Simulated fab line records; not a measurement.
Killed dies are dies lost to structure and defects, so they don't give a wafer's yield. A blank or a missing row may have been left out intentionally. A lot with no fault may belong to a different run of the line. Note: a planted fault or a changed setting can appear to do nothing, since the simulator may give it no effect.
Matching of chambers    flow n5-finfet    ald-metal-01 running N5_BEOL_M1_ALD_84: 4 sister chambers
The step deposits TaN, pulse time 2 s, purge time 3 s, co reactant purge time 2 s. 20 wafers are shown with their chamber, then 10 later ones without.

## EACH WAFER AND ITS CHAMBER
wafer   chamber  heater-power-w (W)  precursor-vessel-carrier-sccm (sccm)  chamber-pressure-Torr (Torr)
L074.2  0        510                 995                                   2.996
L074.4  2        402                 1000                                  2.998
L074.5  0        514                 996                                   2.994
L075.1  1        457                 1001                                  2.988
L075.4  1        448                 1004                                  2.991
L075.6  0        510                 995                                   2.997
L081.1  3        395                 999                                   2.998
L081.5  1        465                 997                                   3.002
L081.6  2        398                 1002                                  2.996
L085.1  0        517                 999                                   3.002
L085.3  1        454                 1003                                  3.011
L085.4  3        401                 1008                                  2.997
L084.1  3        393                 997                                   3.000
L084.2  2        400                 1003                                  2.994
L084.3  1        439                 1005                                  3.000
L086.1  1        449                 999                                   2.995
L086.3  3        391                 997                                   3.009
L086.5  0        527                 1000                                  3.002
L087.3  0        518                 996                                   2.999
L087.4  3        394                 1005                                  3.003

SIGNATURES (averages over the wafers above)
reading                        chamber 0  chamber 1  chamber 2  chamber 3  scatter within a chamber
heater-power-w                 516.00     452.00     400.00     394.80     6.42
precursor-vessel-carrier-sccm  996.83     1001.50    1001.67    1001.20    3.31
chamber-pressure-Torr          2.99833    2.99783    2.99600    3.00140    0.0056
Rule: a wafer lies at a distance from a chamber equal to the root of the sum of squares, over the readings, of (its reading less the chamber's mean, divided by the reading's scatter). The wafer belongs to the nearest chamber; if the next one is less than 2 further off, it can't be placed. How the scatter is found: for the shown wafers, subtract from each reading the mean of its chamber, square and add these, divide the total by (wafers less chambers), then take the root.

## WAFERS WITH NO CHAMBER GIVEN
wafer   heater-power-w (W)  precursor-vessel-carrier-sccm (sccm)  chamber-pressure-Torr (Torr)
L087.5  461                 995                                   3.007
L092.1  417                 998                                   3.010
L092.4  517                 999                                   3.009
L092.6  384                 1000                                  3.003
L094.1  506                 997                                   2.991
L094.2  447                 996                                   2.996
L094.5  398                 1003                                  2.998
L097.1  397                 1001                                  2.992
L097.3  455                 996                                   2.996
L097.5  413                 1001                                  2.998

## WHICH CHAMBER EACH ONE RAN IN
wafer   from the rows above      in truth
L087.5  1                        1
L092.1  can't be placed: 2 or 3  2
L092.4  0                        0
L092.6  can't be placed: 3 or 2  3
L094.1  0                        0
L094.2  1                        1
L094.5  can't be placed: 2 or 3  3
L097.1  can't be placed: 2 or 3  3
L097.3  1                        1
L097.5  can't be placed: 2 or 3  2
Placed correctly: 5 of 10. Cannot be placed on the basis of these rows: 5; the candidates contain the true chamber in 5. Number placed wrongly: 0.
